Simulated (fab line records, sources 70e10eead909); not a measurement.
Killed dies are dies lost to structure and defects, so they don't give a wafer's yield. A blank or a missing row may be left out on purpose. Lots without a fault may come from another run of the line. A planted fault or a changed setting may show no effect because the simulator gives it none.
Which tool did it? | flow nand_harc | 12 lots, 36 wafers sampled, at 6 steps of a route of 1302

WHAT THE GAUGES READ, wafer by wafer
NHARC_P_GATE_CD_MEAS_46: target cd 720 nm.
lot  | measured     | on        | cd_nm (nm)
L139 | day 7 00:16  | cd_sem-03 | 721.2 723.2 720.5
L140 | day 7 07:25  | cd_sem-01 | 717.2 718.1 715.1
L141 | day 7 21:35  | cd_sem-01 | 719.7 720.5 715.3
L142 | day 7 23:38  | cd_sem-03 | 719.9 723.9 716.9
L143 | day 8 14:41  | cd_sem-03 | 719.5 720.7 717.3
L145 | day 9 11:49  | cd_sem-01 | 717.5 720.0 720.6
L146 | day 10 02:35 | cd_sem-03 | 719.5 721.1 719.2
L147 | day 10 13:40 | cd_sem-03 | 720.4 717.7 719.6
L149 | day 11 13:22 | cd_sem-02 | 717.3 714.7 723.0
L156 | day 14 00:28 | cd_sem-01 | 725.0 722.2 726.4
L157 | day 14 06:46 | cd_sem-02 | 722.2 724.5 723.7
L158 | day 14 22:32 | cd_sem-03 | 715.3 719.1 721.8

NHARC_P_GATE_CD_MEAS_59: target cd 720 nm.
lot  | measured     | on        | cd_nm (nm)
L139 | day 7 01:54  | cd_sem-01 | 721.2 716.8 720.2
L140 | day 7 09:14  | cd_sem-01 | 719.8 718.8 722.4
L141 | day 7 23:23  | cd_sem-01 | 723.1 718.1 723.9
L142 | day 8 01:16  | cd_sem-01 | 721.4 719.8 720.8
L143 | day 8 16:26  | cd_sem-01 | 722.0 723.2 721.5
L145 | day 9 13:34  | cd_sem-03 | 721.2 721.1 722.5
L146 | day 10 04:21 | cd_sem-03 | 763.6 758.5 761.2
L147 | day 10 15:25 | cd_sem-03 | 718.4 715.6 717.3
L149 | day 11 15:08 | cd_sem-03 | 719.7 719.2 716.0
L156 | day 14 02:14 | cd_sem-02 | 722.3 720.0 721.4
L157 | day 14 08:24 | cd_sem-03 | 716.2 718.9 721.0
L158 | day 15 00:11 | cd_sem-02 | 719.5 720.7 722.1

NHARC_END_SORT_01.
lot  | measured     | on        | killed_at_array | killed_at_other | killed_at_periphery | killed_dies | killed_open | killed_short
L143 | day 27 23:24 | prober-01 | 74 81 63        | 1 0 0           | 1 1 4               | 76 82 67    | 2 1 3       | 4 1 0
L146 | day 29 05:39 | prober-01 | 69              | 0               | 1                   | 70          | 3           | 2

WHICH TOOL RAN EACH LOT (tool, then ch and the chambers of the sampled wafers, then the start)
lot  | NHARC_P_GATE_STRIP_108             | NHARC_P_GATE_STRIP_75                | NHARC_P_GATE_EXPOSE_56
L139 | rie_diel-09 ch 0,1,2, day 6 11:07  | plasma_asher-01 ch 0, day 7 01:06    | krf_scanner-02 ch 0, day 7 01:44
L140 | rie_diel-02 ch 1,2, day 6 18:03    | plasma_asher-01 ch 0,1, day 7 08:20  | krf_scanner-04 ch 0, day 7 09:05
L141 | rie_diel-04 ch 1,2,3, day 7 10:29  | plasma_asher-01 ch 0,1, day 7 22:26  | krf_scanner-02 ch 0, day 7 23:14
L142 | rie_diel-02 ch 0,1,2, day 7 12:31  | plasma_asher-02 ch 0,1, day 8 00:29  | krf_scanner-02 ch 0, day 8 01:07
L143 | rie_diel-02 ch 2,3, day 8 03:28    | plasma_asher-02 ch 0,1, day 8 15:31  | krf_scanner-01 ch 0, day 8 16:17
L145 | rie_diel-09 ch 1,2, day 9 00:35    | plasma_asher-02 ch 0,1, day 9 12:40  | krf_scanner-04 ch 0, day 9 13:25
L146 | rie_diel-02 ch 0,1,2, day 9 15:25  | plasma_asher-02 ch 0,1, day 10 03:25 | krf_scanner-02 ch 0, day 10 04:11
L147 | rie_diel-02 ch 0,1,3, day 9 20:14  | plasma_asher-02 ch 0,1, day 10 14:31 | krf_scanner-01 ch 0, day 10 15:16
L149 | rie_diel-02 ch 0,1,2, day 11 00:04 | plasma_asher-01 ch 0,1, day 11 14:13 | krf_scanner-02 ch 0, day 11 14:59
L156 | rie_diel-02 ch 0,2,3, day 13 13:14 | plasma_asher-01 ch 0,1, day 14 01:18 | krf_scanner-02 ch 0, day 14 02:04
L157 | rie_diel-09 ch 0,2,3, day 13 19:37 | plasma_asher-02 ch 0,1, day 14 07:37 | krf_scanner-02 ch 0, day 14 08:14
L158 | rie_diel-04 ch 0,2,3, day 14 11:23 | plasma_asher-01 ch 1, day 14 23:24   | krf_scanner-02 ch 0, day 15 00:02
- NHARC_P_GATE_STRIP_108: strips in O2.
- NHARC_P_GATE_STRIP_75: strips in O2.
- NHARC_P_GATE_EXPOSE_56: exposes mask P PSD, target cd 720 nm.

WHAT THE TOOLS THEMSELVES READ (means of the sampled wafers that have a number; where no wafer has one, the mark that the record gives instead)
NHARC_P_GATE_STRIP_108.
lot  | tool        | chamber_pressure_mTorr (mTorr) | drypump_motor_current_A (A) | oes_product_au (a.u.) | rf_vpp_V (V) | showerhead_plenum_p_Torr (Torr) | throttle_valve_pct (%)
L139 | rie_diel-09 | 60.04                          | 5.5                         | 0.984                 | 57.0         | 3.38                            | 17.043
L140 | rie_diel-02 | 59.98                          | 6.6                         | 0.986                 | 57.2         | 3.43                            | 17.041
L141 | rie_diel-04 | 59.95                          | 5.6                         | 1.007                 | 58.5         | 3.53                            | 17.039
L142 | rie_diel-02 | 60.01                          | 6.2                         | 0.996                 | 57.8         | 3.50                            | 17.042
L143 | rie_diel-02 | 60.02                          | 6.4                         | 0.992                 | 57.8         | 3.57                            | 17.037
L145 | rie_diel-09 | 59.99                          | 5.5                         | 1.001                 | 57.4         | 3.35                            | 17.041
L146 | rie_diel-02 | 59.87                          | 6.2                         | 1.001                 | 56.6         | 3.50                            | 17.041
L147 | rie_diel-02 | 59.93                          | 6.0                         | 1.002                 | 57.7         | 3.56                            | 17.038
L149 | rie_diel-02 | 59.92                          | 6.2                         | 0.993                 | 57.8         | 3.50                            | 17.032
L156 | rie_diel-02 | 60.03                          | 6.0                         | 0.998                 | 59.1         | 3.63                            | 17.035
L157 | rie_diel-09 | 59.98                          | 5.8                         | 0.995                 | 57.2         | 3.47                            | 17.042
L158 | rie_diel-04 | 59.98                          | 5.7                         | 0.985                 | 57.6         | 3.58                            | 17.034

NHARC_P_GATE_STRIP_75.
lot  | tool            | drypump_motor_current_A (A) | heater_power_w (W)
L139 | plasma_asher-01 | 5.0                         | 367
L140 | plasma_asher-01 | 5.2                         | 360
L141 | plasma_asher-01 | 5.4                         | 364
L142 | plasma_asher-02 | 5.8                         | 313
L143 | plasma_asher-02 | 5.8                         | 312
L145 | plasma_asher-02 | 5.8                         | 311
L146 | plasma_asher-02 | 5.8                         | 320
L147 | plasma_asher-02 | 5.8                         | 319
L149 | plasma_asher-01 | 5.2                         | 363
L156 | plasma_asher-01 | 5.4                         | 357
L157 | plasma_asher-02 | 5.8                         | 310
L158 | plasma_asher-01 | 5.6                         | 354

THE ANSWER, worked out from the rows above alone
Rule: what is usual is taken from the lots themselves. Put in order of their means at a reading, lots are off if they are a third of the lots or fewer, leave a main group of 4 or more, and stand apart from it by a gap of 3 or more times the standard deviation of the main group's means; of several such gaps the widest counts. A main group whose means are all the same, to the digits that the tables above print for the reading, isn't used. A lot without any number at a reading at which 4 lots or more have one is off too. The other lots that the step has rows for count as sound. The gauges are gone through in route order, then the tools' own readings, and for those a lot's mean is taken as printed above. The first step at which some lot is off is used, and at that step the reading that is off furthest; a lot without a number counts as furthest.
Off: L146, at NHARC_P_GATE_CD_MEAS_59 (cd_nm). The main group: mean 720.2 nm, standard deviation 1.5.
A tool fits if, at a process step before that reading, it ran every lot that is off, and no sound lot after the first of them. The gauges at NHARC_P_GATE_CD_MEAS_59 are tried like those tools. None of those tried fits.

WHAT THE SIMULATOR HAD PUT IN
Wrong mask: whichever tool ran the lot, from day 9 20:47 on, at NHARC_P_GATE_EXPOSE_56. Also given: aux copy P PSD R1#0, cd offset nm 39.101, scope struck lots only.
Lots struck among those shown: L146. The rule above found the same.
